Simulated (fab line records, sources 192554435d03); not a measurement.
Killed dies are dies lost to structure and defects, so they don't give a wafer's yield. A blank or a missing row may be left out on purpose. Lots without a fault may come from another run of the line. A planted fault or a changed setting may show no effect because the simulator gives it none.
fab line records | flow n5_finfet
record lots=7 wafers=21
route steps=1938 shown BEOL_M5@1130 BEOL_M6@1194
start_h: hours from the record's first day to the start of the lot's first wafer shown | wait_h: hours since the lot's step before | " the same as in the row above | L1.1+2: a row that stands for several wafers | - no value, or no start given | * or withheld: withheld | < > ~ a bound
route shown NAME@n: a module of which the file shows steps, and the number in the route of the first | usual: mean/standard deviation of fault-free wafers | same: alike in all rows | chamber/n: place in a boat | sites: the reading at each site | _std_site: their standard deviation | _edge_site: outer sites' mean less inner sites' | radius_mm: how far each site lies from the wafer's centre | mask NAME#n: copy n | behind: the tool/chamber that last shaped the wafer | hold: why the lot was held/for how many hours/how that ended | device: the transistor (n, p or np) that didn't switch | end of line: the same wafers' tests at the end of the route | a step without rows: its recipe alone | killed: dies lost to structure and defects at the first sort, not the wafer's yield | map: a wafer's dies, x killed, . not, _ none there
set.NAME: the setting as run; set.NAME@STEP: as run at that earlier step | model.NAME: the simulator's own value behind a step, which no gauge read
lots whose settings were changed on purpose; a table a step, a row a wafer
## steps
# step N5_BEOL_M5_ETCH_72
# recipe chemistry=N2/H2 target=underlayer target_depth_a=65 mask_material=CAR-EUV time_s=5.2 ion_energy_ev=200 pressure_mtorr=30 source_w=840 bias_w=150 n2_flow_sccm=200 h2_flow_sccm=200 ends=cleared
# usual etch_rf_on_time_s=5.28/0.19 rf_vpp_V=523.7/2.3
# columns lot.wafer tool chamber start_h wait_h set.source_w set.dose_mj@BEOL_M5_EXPOSE_08 etch_rf_on_time_s rf_vpp_V model.BEOL_M5.cd_nm
L076.2 rie_diel-02 3 178.81 0.0 840 37.93 5.19 521.3 29.4
L076.3 " 1 " " 840 35.75 5.26 524.9 28.2
L076.4 " 1 " " 840 37.93 5.28 523.5 29.4
L079.1 rie_diel-03 1 197.81 0.0 710 34.79 5.89 551.3 27.4
L079.3 " 0 " " 840 35.75 5.17 522.9 28.2
L079.5 " 1 " " 710 34.79 5.91 550.9 27.6
L078.1 rie_diel-02 2 198.93 0.0 840 35.75 5.18 522.3 28
L078.2 " 0 " " 840 35.75 5.38 526.4 28
L078.5 " 2 " " 840 35.75 5.23 522.2 28
L080.3 rie_diel-02 1 210.47 0.0 776.2 38.37 5.65 539.1 29.8
L080.5 " 1 " " 840 38.37 5.29 526.6 29.8
L080.6 " 2 " " 840 38.37 5.16 522.2 29.8
L085.2 rie_diel-03 3 242.16 0.0 840 35.75 5.64 524.4 28.2
L085.4 " 2 " " 889.6 35.75 5.18 513.4 28
L085.5 " 3 " " 840 36.46 5.59 525.1 28.4
L087.1 rie_diel-06 1 255.31 0.0 840 35.75 4.94 523.0 28.2
L087.2 " 2 " " 775.3 35.75 6.14 539.5 27.6
L087.6 " 1 " " 840 33.07 4.96 520.9 26.2
L091.1 rie_diel-06 3 282.48 0.0 840 35.75 5.26 529.0 28.6
L091.2 " 0 " " 840 35.75 5.12 526.7 27.8
L091.4 " 1 " " 893.3 35.75 4.71 514.0 28
# step N5_BEOL_M5_ETCH_61
# recipe chemistry=CF4 target=SiARC target_depth_a=156 mask_material=CAR-EUV time_s=26 ion_energy_ev=80 pressure_mtorr=40 source_w=545 bias_w=36 Ar_flow_sccm=100 cf4_flow_sccm=100 ends=cleared
# step N5_BEOL_M5_ETCH_62
# recipe chemistry=N2/H2 target=SOC target_depth_a=750 overetch_a=150 mask_material=SiARC temp_c=40 time_s=112.5 ion_energy_ev=200 pressure_mtorr=30 source_w=840 bias_w=150 n2_flow_sccm=200 h2_flow_sccm=200
# columns lot.wafer tool chamber start_h wait_h set.dose_mj@BEOL_M5_EXPOSE_08 model.BEOL_M5.cd_nm
L076.2 rie_diel-02 3 178.85 0.0 37.93 28.8
L076.3 " 1 " " 35.75 27.6
L076.4 " 1 " " 37.93 29
L079.1+5 rie_diel-03 1 197.85 0.0 34.79 27.6
L079.3 " 0 " " 35.75 28.2
L078.1+5 rie_diel-02 2 198.98 0.0 35.75 27.4
L078.2 " 0 " " 35.75 27.8
L080.3+5+6 rie_diel-02 1,1,2 210.52 0.0 38.37 29.6
L085.2 rie_diel-03 3 242.20 0.0 35.75 27.8
L085.4 " 2 " " 35.75 28
L085.5 " 3 " " 36.46 28
L087.1 rie_diel-06 1 255.36 0.0 35.75 28
L087.2 " 2 " " 35.75 27.8
L087.6 " 1 " " 33.07 25.8
L091.1 rie_diel-06 3 282.53 0.0 35.75 28.4
L091.2 " 0 " " 35.75 28
L091.4 " 1 " " 35.75 27.8
# step N5_BEOL_M5_STRIP_63
# recipe chemistry=N2/H2 temp_c=40 n2_flow_sccm=200 h2_flow_sccm=200 rf_frequency_hz=6e+07
# step N5_BEOL_M5_STRIP_73
# recipe chemistry=N2/H2 temp_c=40 n2_flow_sccm=200 h2_flow_sccm=200 rf_frequency_hz=6e+07
# step N5_BEOL_M5_STRIP_64
# recipe chemistry=CF4 resist=SiARC power_w=300 bias_power_w=75 pressure_mtorr=50 cf4_flow_sccm=150 rf_frequency_hz=6e+07
# step N5_BEOL_M5_HM_OPEN_17
# recipe chemistry=Cl2/BCl3 target_depth_a=200 overetch_a=60 target=TiN mask_material=SOC ion_energy_ev=150 pressure_mtorr=10 icp_w=1000 bias_w=126 Cl2_flow_sccm=53.25 bcl3_flow_sccm=21.75 Ar_flow_sccm=25
# columns lot.wafer tool chamber start_h wait_h set.dose_mj@BEOL_M5_EXPOSE_08 model.BEOL_M5.cd_nm
L076.2 rie_metal-02 0 179.02 0.0 37.93 28.8
L076.3 " 0 " " 35.75 27.6
L076.4 " 1 " " 37.93 29
L079.1+5 rie_metal-02 1,0 198.02 0.0 34.79 27.6
L079.3 " 1 " " 35.75 28.4
L078.1+5 rie_metal-02 0 199.14 0.0 35.75 27.4
L078.2 " 1 " " 35.75 27.8
L080.3 rie_metal-01 1 210.71 0.1 38.37 29.6
L080.5 " 1 " " 38.37 29.4
L080.6 " 0 " " 38.37 29.8
L085.2 rie_metal-01 0 242.38 0.0 35.75 27.8
L085.4 " 0 " " 35.75 28.2
L085.5 " 0 " " 36.46 28.2
L087.1 rie_metal-03 0 255.59 0.1 35.75 27.8
L087.2 " 1 " " 35.75 27.6
L087.6 " 1 " " 33.07 25.6
L091.1 rie_metal-02 0 282.70 0.0 35.75 28.2
L091.2 " 1 " " 35.75 28
L091.4 " 0 " " 35.75 27.8
# step N5_BEOL_M5_STRIP_19
# recipe chemistry=O2 power_w=400 temp_c=40 pressure_mtorr=30 rf_frequency_hz=6e+07 bias_power_w=0 overash_fraction=0.2 o2_flow_sccm=225
# step N5_BEOL_M5_CD_MEAS_18
# recipe pitch_nm=56 target_cd_nm=28
# usual cd_nm=27.9/0.36
# columns lot.wafer tool chamber start_h wait_h set.dose_mj@BEOL_M5_EXPOSE_08 cd_nm
L076.2 cd_sem-03 - 179.20 0.1 37.93 28.4
L076.3 " - " " 35.75 27.6
L076.4 " - " " 37.93 28.9
L079.1 cd_sem-01 - 198.20 0.0 34.79 27.8
L079.3 " - " " 35.75 28.3
L079.5 " - " " 34.79 27.6
L078.1 cd_sem-01 - 199.32 0.0 35.75 27.6
L078.2 " - " " 35.75 28.0
L078.5 " - " " 35.75 27.5
L080.3 cd_sem-01 - 210.90 0.1 38.37 29.7
L080.5 " - " " 38.37 29.3
L080.6 " - " " 38.37 30.0
L085.2 cd_sem-03 - 242.56 0.1 35.75 27.9
L085.4 " - " " 35.75 27.9
L085.5 " - " " 36.46 28.1
L087.1 cd_sem-02 - 255.80 0.0 35.75 27.8
L087.2 " - " " 35.75 27.4
L087.6 " - " " 33.07 25.5
L091.1 cd_sem-03 - 282.88 0.0 35.75 28.4
L091.2 " - " " 35.75 27.7
L091.4 " - " " 35.75 27.9
# step N5_BEOL_M5_COAT_65
# recipe resist=SOC temp_c=250 time_s=60 spin_rpm=1500 resist_thk_nm=60
# step N5_BEOL_M5_COAT_66
# recipe resist=SiARC temp_c=220 time_s=60 spin_rpm=1500 resist_thk_nm=12
# step N5_BEOL_M5_DESCUM_33
# recipe chemistry=O2 time_s=7 source_power_w=50 bias_power_w=20 pressure_mtorr=20 rf_frequency_hz=2.712e+07 temp_c=40 resist=CAR-EUV o2_flow_sccm=225
# step N5_BEOL_M5_ETCH_75
# recipe chemistry=N2/H2 target=underlayer target_depth_a=65 mask_material=CAR-EUV time_s=5.2 ion_energy_ev=200 pressure_mtorr=30 source_w=840 bias_w=150 n2_flow_sccm=200 h2_flow_sccm=200 ends=cleared
# columns lot.wafer tool chamber start_h wait_h set.dose_mj@BEOL_M5_EXPOSE_08 model.BEOL_M5.cd_nm
L076.2 rie_diel-02 3 180.17 0.0 37.93 29.2
L076.3 " 0 " " 35.75 27.2
L076.4 " 3 " " 37.93 29.4
L079.1 rie_diel-06 0 198.85 0.0 34.79 27.8
L079.3 " 3 " " 35.75 28.8
L079.5 " 0 " " 34.79 27.4
L078.1 rie_diel-03 2 202.25 0.0 35.75 28
L078.2+5 " 0 " " 35.75 27.6
L080.3 rie_diel-06 1 212.35 0.0 38.37 29
L080.5 " 2 " " 38.37 29.2
L080.6 " 3 " " 38.37 29.6
L085.2 rie_diel-03 3 243.06 0.0 35.75 27.8
L085.4 " 0 " " 35.75 28
L085.5 " 3 " " 36.46 28
L087.1+2 rie_diel-06 1,3 258.34 0.0 35.75 27.4
L087.6 " 1 " " 33.07 25.4
L091.1 rie_diel-02 1 283.70 0.0 35.75 28.6
L091.2 " 0 " " 35.75 28
L091.4 " 3 " " 35.75 28.2
# step N5_BEOL_M5_ETCH_67
# recipe chemistry=CF4 target=SiARC target_depth_a=156 mask_material=CAR-EUV time_s=26 ion_energy_ev=80 pressure_mtorr=40 source_w=545 bias_w=36 Ar_flow_sccm=100 cf4_flow_sccm=100 ends=cleared
# columns lot.wafer tool chamber start_h wait_h set.dose_mj@BEOL_M5_EXPOSE_08 model.BEOL_M5.cd_nm
L076.2 rie_diel-02 3 180.18 0.0 37.93 28.8
L076.3 " 0 " " 35.75 27.4
L076.4 " 3 " " 37.93 29
L079.1 rie_diel-06 0 198.86 0.0 34.79 27.6
L079.3 " 3 " " 35.75 28.8
L079.5 " 0 " " 34.79 27.4
L078.1 rie_diel-03 2 202.27 0.0 35.75 28
L078.2 " 0 " " 35.75 27.6
L078.5 " 0 " " 35.75 27.4
L080.3 rie_diel-06 1 212.37 0.0 38.37 29
L080.5 " 2 " " 38.37 29.2
L080.6 " 3 " " 38.37 29.8
L085.2 rie_diel-03 3 243.07 0.0 35.75 27.6
L085.4 " 0 " " 35.75 28
L085.5 " 3 " " 36.46 28
L087.1+2 rie_diel-06 1,3 258.35 0.0 35.75 27.4
L087.6 " 1 " " 33.07 25.4
L091.1 rie_diel-02 1 283.71 0.0 35.75 28.4
L091.2 " 0 " " 35.75 28.2
L091.4 " 3 " " 35.75 28
# step N5_BEOL_M5_ETCH_68
# recipe chemistry=N2/H2 target=SOC target_depth_a=800 overetch_a=160 mask_material=SiARC temp_c=40 time_s=120 ion_energy_ev=200 pressure_mtorr=30 source_w=840 bias_w=150 n2_flow_sccm=200 h2_flow_sccm=200
# columns lot.wafer tool chamber start_h wait_h set.dose_mj@BEOL_M5_EXPOSE_08 model.BEOL_M5.cd_nm
L076.2 rie_diel-02 3 180.21 0.0 37.93 29.2
L076.3 " 0 " " 35.75 27
L076.4 " 3 " " 37.93 29.6
L079.1 rie_diel-06 0 198.89 0.0 34.79 27.4
L079.3 " 3 " " 35.75 28.4
L079.5 " 0 " " 34.79 27.2
L078.1 rie_diel-03 2 202.29 0.0 35.75 27.8
L078.2+5 " 0 " " 35.75 27.4
L080.3 rie_diel-06 1 212.40 0.0 38.37 29
L080.5 " 2 " " 38.37 28.8
L080.6 " 3 " " 38.37 29.6
L085.2 rie_diel-03 3 243.10 0.0 35.75 27.8
L085.4 " 0 " " 35.75 27.6
L085.5 " 3 " " 36.46 27.8
L087.1+2 rie_diel-06 1,3 258.38 0.0 35.75 27.2
L087.6 " 1 " " 33.07 25.2
L091.1 rie_diel-02 1 283.74 0.0 35.75 28.6
L091.2 " 0 " " 35.75 28
L091.4 " 3 " " 35.75 28.2
# step N5_BEOL_M5_STRIP_69
# recipe chemistry=N2/H2 temp_c=40 n2_flow_sccm=200 h2_flow_sccm=200 rf_frequency_hz=6e+07
# step N5_BEOL_M5_STRIP_76
# recipe chemistry=N2/H2 temp_c=40 n2_flow_sccm=200 h2_flow_sccm=200 rf_frequency_hz=6e+07
# step N5_BEOL_M5_VIA_ETCH_34
# recipe chemistry=C4F6/O2 target=SiCOH_lowk target_depth_a=883 mask_material=SOC taper_deg=4 time_s=39.2 ion_energy_ev=250 pressure_mtorr=30 source_w=345 bias_w=185 Ar_flow_sccm=300 C4F6_flow_sccm=10 O2_flow_sccm=10
# columns lot.wafer tool chamber start_h wait_h set.dose_mj@BEOL_M5_EXPOSE_08 model.BEOL_M5.cd_nm
L076.2 rie_diel-02 3 180.31 0.0 37.93 29.2
L076.3 " 0 " " 35.75 26.8
L076.4 " 3 " " 37.93 29.4
L079.1 rie_diel-06 0 198.99 0.0 34.79 27.6
L079.3 " 3 " " 35.75 28.4
L079.5 " 0 " " 34.79 27.4
L078.1 rie_diel-03 2 202.40 0.0 35.75 27.6
L078.2+5 " 0 " " 35.75 27.2
L080.3 rie_diel-06 1 212.50 0.0 38.37 29
L080.5 " 2 " " 38.37 28.8
L080.6 " 3 " " 38.37 29.6
L085.2+4 rie_diel-03 3,0 243.20 0.0 35.75 27.6
L085.5 " 3 " " 36.46 27.8
L087.1+2 rie_diel-06 1,3 258.48 0.0 35.75 27
L087.6 " 1 " " 33.07 25
L091.1 rie_diel-02 1 283.84 0.0 35.75 28.6
L091.2 " 0 " " 35.75 28
L091.4 " 3 " " 35.75 28.2
# step N5_BEOL_M5_STRIP_85
# recipe chemistry=C4F6/O2 resist=SiARC rf_frequency_hz=6e+07
# step N5_BEOL_M5_STRIP_36
# recipe chemistry=N2/H2 power_w=450 temp_c=40 pressure_mtorr=20 rf_frequency_hz=6e+07 overash_fraction=0.3 bias_power_w=7 h2_frac=0.5 n2_flow_sccm=200 h2_flow_sccm=200
# step N5_BEOL_M5_TRENCH_ETCH_37
# recipe chemistry=C4F6/O2 target_depth_a=716.52 target=SiCOH_lowk time_s=24.7 ion_energy_ev=250 pressure_mtorr=30 source_w=345 bias_w=185 Ar_flow_sccm=300 C4F6_flow_sccm=10 O2_flow_sccm=10
# columns lot.wafer tool chamber start_h wait_h set.dose_mj@BEOL_M5_EXPOSE_08 model.BEOL_M5.cd_nm
L076.2 rie_diel-02 3 - - 37.93 28.6
L076.3 " 0 " " 35.75 27.6
L076.4 " 3 " " 37.93 28.8
L079.1+5 rie_diel-06 0 - - 34.79 27.8
L079.3 " 3 " " 35.75 28.2
L078.1+5 rie_diel-03 2,0 - - 35.75 27.6
L078.2 " 0 " " 35.75 28
L080.3 rie_diel-06 1 - - 38.37 29.6
L080.5 " 2 " " 38.37 29.4
L080.6 " 3 " " 38.37 29.8
L085.2 rie_diel-03 3 - - 35.75 27.8
L085.4 " 0 " " 35.75 28.2
L085.5 " 3 " " 36.46 28.2
L087.1 rie_diel-06 1 - - 35.75 27.8
L087.2 " 3 " " 35.75 27.6
L087.6 " 1 " " 33.07 25.8
L091.1+2 rie_diel-02 1,0 - - 35.75 28.2
L091.4 " 3 " " 35.75 27.6
# step N5_BEOL_M5_ETCH_41
# recipe chemistry=CH3F/O2 target=SiCN target_depth_a=315 taper_deg=2 time_s=56.7 ion_energy_ev=120 mask_material=TiN pressure_mtorr=30 source_w=395 bias_w=75 Ar_flow_sccm=150 CH3F_flow_sccm=30 O2_flow_sccm=20
# step N5_BEOL_M5_STRIP_91
# recipe chemistry=N2/H2 time_s=10 power_w=450 temp_c=40 pressure_mtorr=20 rf_frequency_hz=6e+07 bias_power_w=7 n2_flow_sccm=200 h2_flow_sccm=200
# step N5_BEOL_M5_PRECLEAN_42
# recipe chemistry=residue_remover time_s=60 temp_c=40
# step N5_BEOL_M5_SRD_43
# recipe time_s=30 temp_c=23 rinse_liquid=diw dry=ipa_marangoni
# step N5_BEOL_M5_CD_MEAS_35
# recipe target_cd_nm=28 target_cd_y_nm=24 polarity=opening
# usual cd_nm=27.9/0.38
# columns lot.wafer tool chamber start_h wait_h set.dose_mj@BEOL_M5_EXPOSE_08 cd_nm
L076.2 cd_sem-01 - 180.70 0.0 37.93 28.4
L076.3 " - " " 35.75 27.7
L076.4 " - " " 37.93 28.9
L079.1 cd_sem-02 - 199.38 0.0 34.79 27.5
L079.3 " - " " 35.75 28.1
L079.5 " - " " 34.79 27.5
L078.1 cd_sem-02 - 202.79 0.0 35.75 27.8
L078.2 " - " " 35.75 27.9
L078.5 " - " " 35.75 27.8
L080.3 cd_sem-03 - 212.89 0.0 38.37 29.5
L080.5 " - " " 38.37 29.7
L080.6 " - " " 38.37 29.7
L085.2 cd_sem-01 - 243.71 0.0 35.75 27.6
L085.4 " - " " 35.75 28.4
L085.5 " - " " 36.46 28.0
L087.1 cd_sem-01 - 258.99 0.0 35.75 27.7
L087.2 " - " " 35.75 27.7
L087.6 " - " " 33.07 25.9
L091.1 cd_sem-02 - 284.23 0.0 35.75 28.2
L091.2 " - " " 35.75 28.5
L091.4 " - " " 35.75 28.0
# step N5_BEOL_M6_ILD_DEP_00
# recipe material=SiCOH_lowk target_thk_a=1797.5 temp_c=300 precursor=DEMS/porogen pressure_torr=5 rf_w=500 time_s=33.4
# columns lot.wafer tool chamber start_h wait_h set.time_s model.SiCOH_lowk_of_BEOL_M6_ILD_DEP_00.thk_nm
L076.2 pecvd-03 2 189.60 0.0 33.4 177
L076.3 " 0 " " 33.4 177.8
L076.4 " 2 " " 33.4 179.4
L079.1 pecvd-03 2 209.61 0.0 37.6 198
L079.3 " 1 " " 37.6 202.6
L079.5 " 2 " " 37.6 200.6
L078.1 pecvd-03 1 210.84 0.0 33.4 180.2
L078.2 " 2 " " 33.4 176.2
L078.5 " 2 " " 33.4 178.4
L080.3+6 pecvd-04 0,2 220.13 0.0 33.4 177.8
L080.5 " 0 " " 33.4 178.8
L085.2 pecvd-03 1 250.79 0.0 33.4 179.8
L085.4 " 0 " " 33.4 178.8
L085.5 " 2 " " 33.4 180
L087.1 pecvd-02 1 265.83 0.0 33.4 180.2
L087.2 " 2 " " 33.4 176.2
L087.6 " 2 " " 33.4 182.6
L091.1 pecvd-04 1 292.46 0.0 33.4 176.8
L091.2 " 2 " " 33.4 176.4
L091.4 " 2 " " 33.4 179
# step N5_BEOL_M6_CURE_74
# recipe temp_c=385 time_s=240 ambient=He/Ar material=SiCOH_lowk
# columns lot.wafer tool chamber start_h wait_h set.time_s@BEOL_M6_ILD_DEP_00 model.SiCOH_lowk_of_BEOL_M6_ILD_DEP_00.thk_nm
L076.2 uv_cure-01 2 189.75 0.1 33.4 152.6
L076.3 " 2 " " 33.4 153.4
L076.4 " 2 " " 33.4 154.8
L079.1 uv_cure-02 1 209.68 0.0 37.6 171
L079.3 " 1 " " 37.6 175
L079.5 " 1 " " 37.6 173.2
L078.1 uv_cure-02 1 210.91 0.0 33.4 155.4
L078.2 " 1 " " 33.4 151.8
L078.5 " 1 " " 33.4 153.8
L080.3 uv_cure-01 0 220.35 0.2 33.4 153.2
L080.5 " 0 " " 33.4 154.2
L080.6 " 0 " " 33.4 153.4
L085.2 uv_cure-01 1 250.94 0.1 33.4 155
L085.4 " 1 " " 33.4 154.2
L085.5 " 1 " " 33.4 155.2
L087.1 uv_cure-01 0 265.89 0.0 33.4 155.4
L087.2 " 0 " " 33.4 151.8
L087.6 " 0 " " 33.4 157.6
L091.1 uv_cure-03 0 292.53 0.0 33.4 152.4
L091.2 " 0 " " 33.4 152.2
L091.4 " 0 " " 33.4 154.4
# step N5_BEOL_M6_THK_MEAS_01
# recipe reads=SiCOH_lowk_of_BEOL_M6_ILD_DEP_00
# usual M6_ILD_THK=154.9/2.1
# columns lot.wafer tool chamber start_h wait_h set.time_s@BEOL_M6_ILD_DEP_00 M6_ILD_THK[nm]
L076.2 film_metro-01 - 190.18 0.4 33.4 152.6
L076.3 " - " " 33.4 153.4
L076.4 " - " " 33.4 154.8
L079.1 film_metro-02 - 210.19 0.4 37.6 171.0
L079.3 " - " " 37.6 175.1
L079.5 " - " " 37.6 173.2
L078.1 film_metro-02 - 211.42 0.4 33.4 155.4
L078.2 " - " " 33.4 151.8
L078.5 " - " " 33.4 153.8
L080.3 film_metro-02 - 220.70 0.3 33.4 153.2
L080.5 " - " " 33.4 154.1
L080.6 " - " " 33.4 153.4
L085.2 film_metro-02 - 251.37 0.4 33.4 154.9
L085.4 " - " " 33.4 154.3
L085.5 " - " " 33.4 155.2
L087.1 film_metro-01 - 266.41 0.4 33.4 155.4
L087.2 " - " " 33.4 151.9
L087.6 " - " " 33.4 157.4
L091.1 film_metro-01 - 293.04 0.4 33.4 152.3
L091.2 " - " " 33.4 152.1
L091.4 " - " " 33.4 154.3
# step N5_BEOL_M6_ETCH_62
# recipe chemistry=N2/H2 target=SOC target_depth_a=1100 overetch_a=220 mask_material=SiARC temp_c=40 time_s=165 ion_energy_ev=200 pressure_mtorr=30 source_w=840 bias_w=150 n2_flow_sccm=200 h2_flow_sccm=200
# usual rf_vpp_V=523.8/2.7
# columns lot.wafer tool chamber start_h wait_h set.bias_w rf_vpp_V model.SiARC_of_BEOL_M6_COAT_60.thk_nm
L076.2 rie_diel-01 3 191.66 0.0 150 526.1 28
L076.3 " 0 " " 150 522.0 28.2
L076.4 " 1 " " 150 523.3 28.6
L079.1 rie_diel-04 2 211.22 0.0 123.9 465.9 30
L079.3 " 0 " " 123.9 466.9 29.8
L079.5 " 2 " " 150 524.2 28.4
L078.1 rie_diel-01 0 213.72 0.0 150 522.0 28.2
L078.2 " 3 " " 150 525.2 28.2
L078.5 " 3 " " 150 526.2 28
L080.3 rie_diel-04 3 221.95 0.0 150 525.2 28.2
L080.5 " 1 " " 150 527.4 28.6
L080.6 " 0 " " 150 525.0 28.6
L085.2 rie_diel-01 3 252.56 0.0 132.2 485.4 29.4
L085.4 " 1 " " 150 524.1 28.8
L085.5 " 2 " " 150 525.0 27.8
L087.1 rie_diel-04 0 270.34 0.0 166.4 561.1 27.6
L087.2 " 3 " " 150 524.9 28.2
L087.6 " 3 " " 150 522.7 28.4
L091.1 rie_diel-04 3 297.47 0.0 150 523.8 28.2
L091.2 " 2 " " 150 526.9 28.4
L091.4 " 0 " " 159.9 544.9 28
## key
split step=N5_BEOL_M5_ETCH_72 setting=source_w stated=840 by=wafer
response step=N5_BEOL_M5_ETCH_72 reading=etch_rf_on_time_s change=* per=1% r=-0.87
response step=N5_BEOL_M5_ETCH_72 reading=rf_vpp_V change=-1.94 per=1% r=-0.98
split step=N5_BEOL_M6_ILD_DEP_00 setting=time_s stated=33.4 by=lot
response step=N5_BEOL_M6_ILD_DEP_00 reading=model.SiCOH_lowk_of_BEOL_M6_ILD_DEP_00.thk_nm change=+1.74 per=1% r=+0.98
response step=N5_BEOL_M6_CURE_74 reading=model.SiCOH_lowk_of_BEOL_M6_ILD_DEP_00.thk_nm change=+1.52 per=1% r=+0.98
response step=N5_BEOL_M6_THK_MEAS_01 reading=M6_ILD_THK change=+1.53 per=1% r=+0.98
split step=N5_BEOL_M6_ETCH_62 setting=bias_w stated=150 by=wafer
response step=N5_BEOL_M6_ETCH_62 reading=rf_vpp_V change=+3.31 per=1% r=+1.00
response step=N5_BEOL_M6_ETCH_62 reading=model.SiARC_of_BEOL_M6_COAT_60.thk_nm change=-0.0804 per=1% r=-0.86
split outside_this_file step=N5_BEOL_M5_EXPOSE_08 setting=dose_mj
# split outside_this_file: this setting was split too, and the file shows its column; the key of that split is in another file
